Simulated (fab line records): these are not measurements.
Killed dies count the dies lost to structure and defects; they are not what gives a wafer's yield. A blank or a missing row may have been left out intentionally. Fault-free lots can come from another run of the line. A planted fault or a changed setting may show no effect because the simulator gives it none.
Which of the tools did it? | flow nandHarc | 24 lots with 72 wafers sampled at 6 steps, on a route of 1302 steps

WHAT THE GAUGES SHOWED, per wafer
NHARC_A_CONTACT_CD_MEAS_80.
lot  | measured     | on       | cdNm (nm)
L074 | day 21 03:11 | cdSem-03 | 290.0 289.2 289.8
L075 | day 22 06:05 | cdSem-01 | 289.8 290.2 290.5
L077 | day 22 20:41 | cdSem-03 | 289.6 288.7 288.5
L076 | day 22 22:04 | cdSem-03 | 290.1 289.4 289.9
L078 | day 23 23:50 | cdSem-03 | 288.6 288.8 288.6
L079 | day 24 03:22 | cdSem-03 | 289.0 290.2 290.2
L080 | day 24 09:50 | cdSem-01 | 289.1 288.7 288.6
L081 | day 24 19:41 | cdSem-02 | 289.2 289.4 289.9
L082 | day 24 23:06 | cdSem-02 | 289.4 289.4 289.4
L083 | day 25 12:41 | cdSem-03 | 290.4 290.9 290.8
L085 | day 26 01:22 | cdSem-02 | 287.9 288.1 287.9
L084 | day 26 03:20 | cdSem-03 | 289.2 289.3 288.9
L086 | day 26 22:13 | cdSem-02 | 290.6 290.8 290.7
L087 | day 26 23:22 | cdSem-01 | 289.8 288.8 288.7
L089 | day 28 04:05 | cdSem-03 | 289.8 289.3 289.5
L088 | day 28 09:42 | cdSem-01 | 290.9 290.1 290.7
L090 | day 28 16:59 | cdSem-03 | 289.0 290.3 289.6
L091 | day 28 19:14 | cdSem-03 | 290.1 289.3 290.1
L092 | day 29 00:29 | cdSem-03 | 289.7 289.3 289.3
L093 | day 29 23:03 | cdSem-01 | 289.9 290.1 289.9
L094 | day 30 00:21 | cdSem-03 | 289.5 290.3 289.5
L095 | day 30 19:49 | cdSem-01 | 289.1 288.6 288.7
L096 | day 30 23:47 | cdSem-03 | 290.3 290.0 290.1
L097 | day 31 03:34 | cdSem-02 | 288.8 288.7 289.0

NHARC_A_CONTACT_CD_MEAS_08: target cd 200 nm.
lot  | measured     | on       | cdNm (nm)
L074 | day 21 06:28 | cdSem-03 | 200.7 200.7 200.4
L075 | day 22 09:32 | cdSem-02 | 200.2 200.2 200.9
L077 | day 23 00:34 | cdSem-02 | 199.6 200.0 200.3
L076 | day 23 02:17 | cdSem-03 | 199.9 199.7 200.3
L078 | day 24 05:10 | cdSem-02 | 200.0 200.9 200.4
L079 | day 24 08:52 | cdSem-01 | 200.3 200.7 200.3
L080 | day 24 18:01 | cdSem-03 | 200.3 199.9 199.9
L081 | day 24 23:07 | cdSem-03 | 199.2 200.0 199.5
L082 | day 25 02:51 | cdSem-01 | 200.0 200.8 199.9
L083 | day 25 16:07 | cdSem-02 | 199.9 200.3 199.3
L085 | day 26 04:47 | cdSem-03 | 199.9 199.4 199.4
L084 | day 26 06:46 | cdSem-03 | 199.6 199.8 199.4
L086 | day 27 01:38 | cdSem-01 | 200.2 199.8 200.5
L087 | day 27 02:38 | cdSem-03 | 199.7 199.5 200.1
L089 | day 28 10:55 | cdSem-01 | 199.9 198.8 200.1
L088 | day 28 13:05 | cdSem-01 | 200.7 200.2 200.5
L090 | day 28 21:53 | cdSem-01 | 200.1 199.9 200.0
L091 | day 28 22:38 | cdSem-02 | 199.8 200.2 200.4
L092 | day 29 04:02 | cdSem-01 | 199.3 199.9 199.9
L093 | day 30 02:27 | cdSem-02 | 199.9 200.2 200.4
L094 | day 30 04:04 | cdSem-01 | 199.8 199.9 200.2
L095 | day 31 01:11 | cdSem-02 | 199.7 200.1 200.2
L096 | day 31 03:46 | cdSem-01 | 199.7 200.4 199.6
L097 | day 31 06:58 | cdSem-03 | 200.2 199.8 200.0

NHARC_A_CONTACT_INSPECT_23.
lot  | measured     | on               | rawDefectCount
L074 | day 21 12:16 | defectInspect-02 | 448 514 465
L075 | day 22 15:55 | defectInspect-02 | 538 467 520
L077 | day 23 07:03 | defectInspect-02 | 712 397 531
L076 | day 23 08:10 | defectInspect-02 | 468 410 531
L078 | day 24 11:27 | defectInspect-01 | 519 534 454
L079 | day 24 14:42 | defectInspect-02 | 493 521 644
L080 | day 24 23:51 | defectInspect-02 | 890 570 748
L081 | day 25 05:23 | defectInspect-01 | 481 649 556
L082 | day 25 08:49 | defectInspect-02 | 621 420 713
L083 | day 25 22:07 | defectInspect-02 | 692 1144 426
L085 | day 26 10:36 | defectInspect-01 | 604 425 526
L084 | day 26 12:34 | defectInspect-02 | 518 462 480
L086 | day 27 07:38 | defectInspect-02 | 506 487 532
L087 | day 27 08:58 | defectInspect-02 | 482 603 430
L089 | day 28 16:46 | defectInspect-01 | 514 403 395
L088 | day 28 18:53 | defectInspect-01 | 694 609 472
L090 | day 29 03:58 | defectInspect-01 | 731 525 502
L091 | day 29 04:28 | defectInspect-02 | 662 589 498
L092 | day 29 09:51 | defectInspect-01 | 327 411 380
L093 | day 30 08:22 | defectInspect-01 | 377 458 407
L094 | day 30 10:50 | defectInspect-01 | 468 454 456
L095 | day 31 07:16 | defectInspect-01 | 277 310 337
L096 | day 31 10:04 | defectInspect-02 | 383 418 368
L097 | day 31 13:49 | defectInspect-01 | 374 483 389

EACH LOT AND THE TOOL THAT RAN IT (in order: tool; ch and the chambers of the sampled wafers; start)
lot  | NHARC_A_CONTACT_ETCH_132           | NHARC_A_CONTACT_ETCH_137           | NHARC_A_CONTACT_ETCH_138
L074 | harCapEtch-01 ch 0,1, day 21 02:00 | harCapEtch-01 ch 0,1, day 21 08:31 | harCapEtch-01 ch 0,1, day 21 08:47
L075 | harCapEtch-03 ch 0,1, day 22 04:56 | harCapEtch-01 ch 0,1, day 22 11:52 | harCapEtch-01 ch 0,1, day 22 12:14
L077 | harCapEtch-02 ch 0,1, day 22 19:35 | harCapEtch-01 ch 0,1, day 23 03:24 | harCapEtch-01 ch 0,1, day 23 03:40
L076 | harCapEtch-03 ch 0,1, day 22 20:53 | harCapEtch-02 ch 0,1, day 23 04:20 | harCapEtch-02 ch 0,1, day 23 04:37
L078 | harCapEtch-03 ch 0,1, day 23 22:40 | harCapEtch-01 ch 0,1, day 24 07:23 | harCapEtch-01 ch 0,1, day 24 07:46
L079 | harCapEtch-01 ch 0,1, day 24 02:11 | harCapEtch-03 ch 0, day 24 10:56   | harCapEtch-03 ch 0, day 24 11:13
L080 | harCapEtch-02 ch 0, day 24 08:40   | harCapEtch-02 ch 0,1, day 24 20:07 | harCapEtch-02 ch 0,1, day 24 20:23
L081 | harCapEtch-01 ch 0,1, day 24 18:31 | harCapEtch-02 ch 0,1, day 25 01:34 | harCapEtch-02 ch 0,1, day 25 01:50
L082 | harCapEtch-03 ch 0,1, day 24 21:56 | harCapEtch-03 ch 0,1, day 25 05:10 | harCapEtch-03 ch 0,1, day 25 05:26
L083 | harCapEtch-02 ch 0,1, day 25 11:27 | harCapEtch-02 ch 0,1, day 25 18:26 | harCapEtch-02 ch 0,1, day 25 18:42
L085 | harCapEtch-01 ch 0,1, day 26 00:11 | harCapEtch-02 ch 0,1, day 26 06:51 | harCapEtch-02 ch 0,1, day 26 07:07
L084 | harCapEtch-03 ch 0,1, day 26 02:11 | harCapEtch-01 ch 0,1, day 26 08:51 | harCapEtch-01 ch 0,1, day 26 09:08
L086 | harCapEtch-01 ch 0,1, day 26 20:53 | harCapEtch-02 ch 0,1, day 27 03:41 | harCapEtch-02 ch 0,1, day 27 03:57
L087 | harCapEtch-03 ch 0,1, day 26 22:11 | harCapEtch-01 ch 0,1, day 27 04:56 | harCapEtch-01 ch 0,1, day 27 05:18
L089 | harCapEtch-01 ch 0,1, day 28 02:54 | harCapEtch-01 ch 0,1, day 28 12:58 | harCapEtch-01 ch 0,1, day 28 13:14
L088 | harCapEtch-01 ch 0,1, day 28 08:29 | harCapEtch-01 ch 0,1, day 28 15:11 | harCapEtch-01 ch 0,1, day 28 15:27
L090 | harCapEtch-02 ch 0, day 28 15:49   | harCapEtch-02 ch 0,1, day 29 00:14 | harCapEtch-02 ch 0,1, day 29 00:31
L091 | harCapEtch-03 ch 0,1, day 28 18:02 | harCapEtch-03 ch 0,1, day 29 00:41 | harCapEtch-03 ch 0,1, day 29 00:58
L092 | harCapEtch-01 ch 0, day 28 23:19   | harCapEtch-01 ch 0,1, day 29 06:05 | harCapEtch-01 ch 0,1, day 29 06:22
L093 | harCapEtch-01 ch 0,1, day 29 21:52 | harCapEtch-03 ch 0,1, day 30 04:30 | harCapEtch-03 ch 0,1, day 30 04:46
L094 | harCapEtch-02 ch 0,1, day 29 23:13 | harCapEtch-01 ch 0, day 30 06:52   | harCapEtch-01 ch 0, day 30 07:08
L095 | harCapEtch-02 ch 0,1, day 30 18:38 | harCapEtch-02 ch 0,1, day 31 03:23 | harCapEtch-02 ch 0,1, day 31 03:40
L096 | harCapEtch-03 ch 0,1, day 30 22:35 | harCapEtch-03 ch 0,1, day 31 06:11 | harCapEtch-03 ch 0,1, day 31 06:28
L097 | harCapEtch-01 ch 1, day 31 01:26   | harCapEtch-01 ch 0, day 31 09:14   | harCapEtch-01 ch 0, day 31 09:31
- NHARC_A_CONTACT_ETCH_132: etches the open film in C4F8/O2/Ar, time 197 s, target depth 1924 nm.
- NHARC_A_CONTACT_ETCH_137: etches the open film in C4F8/O2/Ar, time 311 s, target depth 1912 nm.
- NHARC_A_CONTACT_ETCH_138: etches the open film in C4F8/O2/Ar, time 311 s, target depth 1914 nm.

WHAT THE TOOLS THEMSELVES READ (means of the sampled wafers that have a number; where no wafer has one, the mark that the record gives instead)
The record holds no such reading with a usual standard deviation.

THE ANSWER, worked out from the rows above alone
Rule: what is usual is taken from the lots themselves. The widest of any qualifying gaps counts: lots, ordered by their means at a reading, are off when they make up no more than a third of the lots, leave a main group of 4 or more, and stand apart from it by 3 or more times the standard deviation of that group's means. A main group is skipped when, at the precision printed for the reading in the tables above, its means are all equal. Also off: a lot with no number at a reading for which 4 or more lots have one. Any other lot the step has rows for is counted as sound. First the gauges in route order, then the tools' own readings, where a lot's mean is used as printed above. At the first step where some lot is off, the reading lying furthest off is the one used; lots without a number count as furthest.
No lot is off at any reading shown: from this, nothing can be told.

WHAT THE SIMULATOR HAD PUT IN
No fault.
